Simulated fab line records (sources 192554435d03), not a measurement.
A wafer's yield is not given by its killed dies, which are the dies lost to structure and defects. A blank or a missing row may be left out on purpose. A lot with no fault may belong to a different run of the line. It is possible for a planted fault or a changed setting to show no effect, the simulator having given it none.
Problem report in the 8D (eight disciplines) form, filled by code :: flow n5_finfet :: the parts of the form that need people (team, actions taken, sign-off) are left out

## 1. PROBLEM STATEMENT
Mean of trench_depth_nm at N5_BEOL_M11_OCD_MEAS_38: 99.2 nm over 2 wafers from 1 lot, against 148.1 nm (standard deviation 2.5) on wafers with no fault. Relative to the usual mean, that is a shift of -20 standard deviations.
The first sign was on wafer L851.3 at day 12 21:26, on ocd-01. The record holds 9 wafers of 3 lots with a number at this step. Rule for "out" (also "out of limits"): further than 4 standard deviations from the usual mean. All remaining wafers that have a number are taken as sound.

## 2. WHAT IT IS, AND WHAT IT ISN'T
question: which readings at this step
is: trench_depth_nm
is not: -

question: which lots
is: L851
is not: L848, L854

question: which wafers of those lots
is: L851.3, L851.6
is not: L851.5

question: read on which gauges
is: ocd-01
is not: ocd-02

question: when
is: from day 12 21:26
is not: up to then (4 sound wafers); but 3 sound wafers of L854 came after

## 3. WHAT RULES OUT EACH SUSPECT
Counting: if a tool at a process step up to the reading ran every lot that is out, it stays a suspect. Sound lots after the first of them don't rule it out here, since some wafers of a struck lot are sound.
- ruled out: the gauge at N5_BEOL_M11_OCD_MEAS_38. All the wafers that are out were read on ocd-01, but those of them that N5_BEOL_M11_THK_MEAS_53 has rows for are out there too, on other tools.
- rie_diel-01 at N5_BEOL_M11_TRENCH_ETCH_37 (etches SiCOH lowk in C4F6/O2, target depth 148.83 nm, time 48 s): kept. The lot that is out, L851, ran on it at day 12 21:16; the last sound lot it ran before that was L848, at day 12 01:03.
- Within rie_diel-01 at N5_BEOL_M11_TRENCH_ETCH_37: the wafers that are out ran in chambers 1, 2; their sound lot-mates ran in chamber 3.
The count leaves rie_diel-01 at N5_BEOL_M11_TRENCH_ETCH_37.

## 4. THE CAUSE (what the simulator had put in)
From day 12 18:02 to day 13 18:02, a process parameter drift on rie_diel-01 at N5_BEOL_M11_TRENCH_ETCH_37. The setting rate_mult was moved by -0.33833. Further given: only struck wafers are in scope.
After counting, this tool was the only one left.

## 5. THE CHAIN OF EFFECTS, in route order
Each row: a reading whose mean over the struck wafers that have a number lies more than 3 standard deviations from the usual. Only readings whose record carries a usual standard deviation are examined. hours: median over the lots of the time between each lot's start at the first step of this table that gives one and its start at this step. sigmas: the change, counted in usual standard deviations.
hours: 0
step: N5_BEOL_M11_OCD_MEAS_38
reading: trench_depth_nm
usual: 148.1 nm
on struck wafers: 99.2
change: -48.9
sigmas: -20

hours: 4
step: N5_BEOL_M11_THK_MEAS_53
reading: M11_THK
usual: 140.7 nm
on struck wafers: 92.8
change: -47.9
sigmas: -18

hours: 4
step: N5_BEOL_M11_RS_MEAS_57
reading: M11_RS
usual: 0.152 ohm/sq
on struck wafers: 0.244
change: +0.092
sigmas: +30

hours: 27
step: N5_BEOL_M15_RC_MEAS_101
reading: SERP_M11
usual: 3.08 ohm/um
on struck wafers: 4.86
change: +1.78
sigmas: +22

hours: 27
step: N5_BEOL_M15_RC_MEAS_101
reading: SERP_M11_max_site
usual: 3.18 ohm/um
on struck wafers: 5.03
change: +1.85
sigmas: +19

hours: 42
step: N5_PASSIVATION_PROBE_49
reading: sort_bin_8_speed
usual: 0.00 %
on struck wafers: 0.55
change: +0.55
sigmas: +55
Here are the process steps it includes:
- N5_PASSIVATION_PROBE_49

## 6. HOW IT WOULD HAVE BEEN CAUGHT EARLIER
The first out-of-limits reading at a measuring or inspecting step in this record came at day 12 21:26, 3 hours after the fault's start at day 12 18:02.
Tool readings at N5_BEOL_M11_TRENCH_ETCH_37 with a usual standard deviation given in the record: none out on any struck wafer, hence no alarm at a limit of 4 standard deviations on them.
The start of N5_BEOL_M11_TRENCH_ETCH_37 on rie_diel-01 came by day 12 21:26 for every one of the lots that are out (1). A hold on the tool at that time would have spared none of them.
